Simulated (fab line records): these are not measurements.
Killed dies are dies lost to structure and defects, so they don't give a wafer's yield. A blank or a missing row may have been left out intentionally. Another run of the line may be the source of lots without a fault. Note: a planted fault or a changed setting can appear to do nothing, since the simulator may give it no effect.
Which of the tools did it? | flow nandHarc | 6 lots, 18 wafers sampled, at 1 step of a route of 1302

== WHAT EACH GAUGE READ, for each wafer ==
NHARC_A_CONTACT_CD_MEAS_42 targets a cd of 300 nm.
lot  | measured     | on       | cdNm (nm)
L750 | day 22 02:43 | cdSem-01 | 299.7 299.4 299.2
L756 | day 24 22:40 | cdSem-02 | 299.2 299.5 300.9
L764 | day 27 12:44 | cdSem-03 | 300.1 301.5 301.0
L765 | day 28 11:26 | cdSem-01 | 300.8 301.3 301.5
L767 | day 29 12:37 | cdSem-02 | 299.5 298.7 300.5
L771 | day 31 20:16 | cdSem-03 | 300.1 301.0 301.7

== WHICH TOOL RAN EACH LOT (tool, then ch and the chambers of the sampled wafers, then the start) ==
No process step before these readings appears in the record.

== THE ANSWER, worked out from the rows above alone ==
Rule: usual is defined by the lots themselves. The widest of any qualifying gaps counts: lots, ordered by their means at a reading, are off when they make up no more than a third of the lots, leave a main group of 4 or more, and stand apart from it by 3 or more times the standard deviation of that group's means. The tables above print the reading to a certain number of digits; a main group whose means all agree to those digits is not used. A lot without any number at a reading at which 4 lots or more have one is off too. The other lots that the step has rows for count as sound.
Across all readings shown, no lot is off: no conclusion can be drawn from this.

== WHAT HAD BEEN PUT IN BY THE SIMULATOR ==
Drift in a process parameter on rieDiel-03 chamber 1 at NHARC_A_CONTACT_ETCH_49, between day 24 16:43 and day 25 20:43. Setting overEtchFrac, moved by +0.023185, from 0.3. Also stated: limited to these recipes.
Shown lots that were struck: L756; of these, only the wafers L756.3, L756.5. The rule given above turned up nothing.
